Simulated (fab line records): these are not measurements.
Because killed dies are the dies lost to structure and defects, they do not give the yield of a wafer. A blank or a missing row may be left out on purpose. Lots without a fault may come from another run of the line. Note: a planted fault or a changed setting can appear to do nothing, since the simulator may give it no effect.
Which tool is to blame? | flow nand-harc | Sampling: 24 lots, 72 wafers, 4 of 1302 route steps

## WHAT EACH GAUGE READ, for each wafer
NHARC_P_M0_CD_MEAS_09: the cd target is 90 nm.
lot  | measured     | on        | cd-nm (nm)
L074 | day 6 00:47  | cd-sem-02 | 90.9 89.9 89.5
L075 | day 6 16:46  | cd-sem-02 | 90.5 91.2 90.3
L076 | day 6 23:58  | cd-sem-01 | 89.2 90.1 90.2
L077 | day 7 06:13  | cd-sem-02 | 90.3 90.5 90.1
L078 | day 7 15:30  | cd-sem-01 | 90.1 89.8 89.6
L079 | day 7 21:59  | cd-sem-02 | 90.1 90.2 90.3
L080 | day 8 13:26  | cd-sem-02 | 89.9 90.3 89.6
L081 | day 8 22:04  | cd-sem-01 | 89.4 89.9 89.5
L082 | day 9 14:41  | cd-sem-02 | 90.5 90.6 89.9
L083 | day 10 05:09 | cd-sem-02 | 90.2 90.4 90.2
L084 | day 10 06:19 | cd-sem-01 | 89.0 89.1 89.5
L085 | day 10 16:13 | cd-sem-03 | 90.0 90.8 90.3
L086 | day 10 22:51 | cd-sem-01 | 89.8 90.1 89.1
L087 | day 11 07:52 | cd-sem-03 | 90.4 90.1 90.9
L089 | day 12 03:05 | cd-sem-03 | 89.8 90.4 89.5
L088 | day 12 03:28 | cd-sem-02 | 90.2 89.2 89.1
L090 | day 12 20:49 | cd-sem-01 | 90.1 91.1 90.4
L091 | day 12 21:34 | cd-sem-01 | 90.2 90.4 90.4
L092 | day 13 10:29 | cd-sem-03 | 90.1 90.0 90.2
L093 | day 13 22:48 | cd-sem-03 | 90.2 90.5 90.1
L095 | day 14 16:28 | cd-sem-03 | 89.9 90.0 90.1
L094 | day 14 21:56 | cd-sem-01 | 88.9 89.3 88.9
L096 | day 15 09:56 | cd-sem-03 | 90.4 90.3 91.1
L097 | day 15 10:21 | cd-sem-03 | 90.6 90.6 90.0

## WHAT TOOL EACH LOT RAN ON (gives the tool, then ch and the chambers of the sampled wafers, and finally the start)
lot  | NHARC_P_CONTACT_DEGAS_38     | NHARC_P_CONTACT_ALD_22              | NHARC_P_CONTACT_CMP_24
L074 | pvd-sputter-01, day 5 22:24  | ald-metal-03 ch 0,1,2, day 5 22:40  | cmp-02 ch 0,3, day 5 23:29
L075 | pvd-sputter-01, day 6 14:20  | ald-metal-01 ch 0,2, day 6 14:35    | cmp-04 ch 0,1,2, day 6 15:28
L076 | pvd-sputter-03, day 6 21:31  | ald-metal-04 ch 0,2,3, day 6 21:51  | cmp-02 ch 2,3, day 6 22:40
L077 | pvd-sputter-02, day 7 03:53  | ald-metal-01 ch 2,3, day 7 04:10    | cmp-04 ch 0,1,2, day 7 05:05
L078 | pvd-sputter-01, day 7 13:06  | ald-metal-04 ch 0,1, day 7 13:20    | cmp-04 ch 1,2,3, day 7 14:11
L079 | pvd-sputter-01, day 7 19:27  | ald-metal-01 ch 1,2, day 7 19:41    | cmp-04 ch 1,2,3, day 7 20:34
L080 | pvd-sputter-01, day 8 10:59  | ald-metal-03 ch 0,1,2, day 8 11:18  | cmp-04 ch 0,2,3, day 8 12:08
L081 | pvd-sputter-01, day 8 19:47  | ald-metal-03 ch 0,1,2, day 8 20:04  | cmp-02 ch 0,1,3, day 8 20:56
L082 | pvd-sputter-02, day 9 11:46  | ald-metal-03 ch 0,1,3, day 9 12:01  | cmp-03 ch 1,2,3, day 9 13:25
L083 | pvd-sputter-03, day 10 02:44 | ald-metal-01 ch 1,2, day 10 02:58   | cmp-04 ch 0,1,3, day 10 03:52
L084 | pvd-sputter-01, day 10 03:56 | ald-metal-04 ch 0,1,3, day 10 04:13 | cmp-04 ch 0,1,3, day 10 05:02
L085 | pvd-sputter-01, day 10 13:14 | ald-metal-01 ch 1,2, day 10 13:28   | cmp-03 ch 0,1,3, day 10 14:58
L086 | pvd-sputter-02, day 10 19:50 | ald-metal-01 ch 0,2, day 10 20:07   | cmp-02 ch 0,2,3, day 10 21:33
L087 | pvd-sputter-01, day 11 05:35 | ald-metal-03 ch 1,2,3, day 11 05:50 | cmp-03 ch 0,1,3, day 11 06:41
L089 | pvd-sputter-02, day 12 00:42 | ald-metal-04 ch 0,2,3, day 12 00:58 | cmp-04 ch 0,1,2, day 12 01:47
L088 | pvd-sputter-01, day 12 01:04 | ald-metal-01 ch 0,1,2, day 12 01:19 | cmp-03 ch 2,3, day 12 02:11
L090 | pvd-sputter-01, day 12 18:32 | ald-metal-01 ch 0,2, day 12 18:47   | cmp-03 ch 0,1, day 12 19:38
L091 | pvd-sputter-01, day 12 19:09 | ald-metal-04 ch 0,2,3, day 12 19:24 | cmp-02 ch 0,1,3, day 12 20:14
L092 | pvd-sputter-01, day 13 08:13 | ald-metal-01 ch 0,1, day 13 08:26   | cmp-02 ch 1,3, day 13 09:18
L093 | pvd-sputter-03, day 13 20:25 | ald-metal-04 ch 0,2,3, day 13 20:41 | cmp-04 ch 1,2, day 13 21:31
L095 | pvd-sputter-01, day 14 14:11 | ald-metal-03 ch 0,2,3, day 14 14:27 | cmp-04 ch 0,1,3, day 14 15:17
L094 | pvd-sputter-02, day 14 19:38 | ald-metal-01 ch 0,1, day 14 19:52   | cmp-04 ch 2,3, day 14 20:45
L096 | pvd-sputter-02, day 15 07:31 | ald-metal-01 ch 0,2, day 15 07:47   | cmp-03 ch 2,3, day 15 08:37
L097 | pvd-sputter-03, day 15 07:56 | ald-metal-04 ch 0,2,3, day 15 08:11 | cmp-04 ch 1,2, day 15 09:02
- NHARC_P_CONTACT_DEGAS_38: time 60 s.
- NHARC_P_CONTACT_ALD_22: deposits TiN, target thk 3 nm, pulse time 1 s, ald cycles 150.
- NHARC_P_CONTACT_CMP_24: polishes, t overpolish 30 s, target thk 200 nm.

## WHAT THE TOOLS THEMSELVES READ (means of the sampled wafers that have a number; where no wafer has one, the mark that the record gives instead)
NHARC_P_CONTACT_DEGAS_38.
lot  | tool           | heater-power-w (W)
L074 | pvd-sputter-01 | 454
L075 | pvd-sputter-01 | 467
L076 | pvd-sputter-03 | 447
L077 | pvd-sputter-02 | 457
L078 | pvd-sputter-01 | 450
L079 | pvd-sputter-01 | 457
L080 | pvd-sputter-01 | 449
L081 | pvd-sputter-01 | 453
L082 | pvd-sputter-02 | 452
L083 | pvd-sputter-03 | 418
L084 | pvd-sputter-01 | 486
L085 | pvd-sputter-01 | 457
L086 | pvd-sputter-02 | 461
L087 | pvd-sputter-01 | 463
L089 | pvd-sputter-02 | 460
L088 | pvd-sputter-01 | 463
L090 | pvd-sputter-01 | 451
L091 | pvd-sputter-01 | 467
L092 | pvd-sputter-01 | 473
L093 | pvd-sputter-03 | 430
L095 | pvd-sputter-01 | 455
L094 | pvd-sputter-02 | 427
L096 | pvd-sputter-02 | 458
L097 | pvd-sputter-03 | 417

NHARC_P_CONTACT_ALD_22.
lot  | tool         | heater-power-w (W) | precursor-pulse-height-rel
L074 | ald-metal-03 | 1116               | 0.991
L075 | ald-metal-01 | 1114               | 1.011
L076 | ald-metal-04 | 1166               | 1.010
L077 | ald-metal-01 | 1051               | 0.989
L078 | ald-metal-04 | 1282               | 0.995
L079 | ald-metal-01 | 1054               | 0.993
L080 | ald-metal-03 | 1109               | 0.992
L081 | ald-metal-03 | 1120               | 1.011
L082 | ald-metal-03 | 1198               | 1.009
L083 | ald-metal-01 | 1068               | 0.992
L084 | ald-metal-04 | 1231               | 0.991
L085 | ald-metal-01 | 1028               | 1.025
L086 | ald-metal-01 | 1087               | 0.983
L087 | ald-metal-03 | 1138               | 0.997
L089 | ald-metal-04 | 1181               | 1.000
L088 | ald-metal-01 | 1056               | 1.011
L090 | ald-metal-01 | 1107               | 1.015
L091 | ald-metal-04 | 1168               | 0.996
L092 | ald-metal-01 | 1032               | 1.016
L093 | ald-metal-04 | 1185               | 1.014
L095 | ald-metal-03 | 1206               | 0.989
L094 | ald-metal-01 | 1056               | 0.982
L096 | ald-metal-01 | 1118               | 1.003
L097 | ald-metal-04 | 1178               | 0.995

NHARC_P_CONTACT_CMP_24.
lot  | tool   | motor-current-A (A) | overpolish-run-s (s) | time-to-endpoint-s (s)
L074 | cmp-02 | 12.1                | 29.996               | 39.9
L075 | cmp-04 | 11.4                | 29.998               | 35.8
L076 | cmp-02 | 10.3                | 29.996               | 42.3
L077 | cmp-04 | 11.2                | 29.999               | 36.4
L078 | cmp-04 | 10.8                | 29.996               | 39.5
L079 | cmp-04 | 10.6                | 30.003               | 39.5
L080 | cmp-04 | 11.0                | 29.995               | 40.5
L081 | cmp-02 | 10.9                | 29.994               | 38.8
L082 | cmp-03 | 11.4                | 30.002               | 42.5
L083 | cmp-04 | 10.9                | 30.004               | 38.5
L084 | cmp-04 | 11.2                | 30.013               | 39.2
L085 | cmp-03 | 11.5                | 29.991               | 41.8
L086 | cmp-02 | 11.5                | 30.004               | 44.1
L087 | cmp-03 | 11.7                | 30.001               | 41.7
L089 | cmp-04 | 11.2                | 29.999               | 37.7
L088 | cmp-03 | 10.8                | 30.011               | 40.0
L090 | cmp-03 | 12.0                | 30.015               | 37.9
L091 | cmp-02 | 10.9                | 29.994               | 38.6
L092 | cmp-02 | 9.9                 | 29.998               | 43.0
L093 | cmp-04 | 11.1                | 29.994               | 38.2
L095 | cmp-04 | 11.1                | 30.010               | 42.9
L094 | cmp-04 | 10.6                | 30.007               | 42.0
L096 | cmp-03 | 10.9                | 29.997               | 39.9
L097 | cmp-04 | 10.8                | 29.998               | 42.0

## THE ANSWER, worked out from the rows above alone
Rule: the lots themselves supply what counts as usual. Put in order of their means at a reading, lots are off if they are a third of the lots or fewer, leave a main group of 4 or more, and stand apart from it by a gap of 3 or more times the standard deviation of the main group's means; of several such gaps the widest counts. If all means in a main group match to the digits the tables above print for the reading, that group is not used. A lot without any number at a reading at which 4 lots or more have one is off too. The other lots that the step has rows for count as sound. After the gauges, taken in route order, come the tools' own readings; for these a lot's mean is taken, as printed above. At the first step where some lot is off, the reading lying furthest off is the one used; lots without a number count as furthest.
Across all readings shown, no lot is off: no conclusion can be drawn from this.

## WHAT THE SIMULATOR HAD PUT IN
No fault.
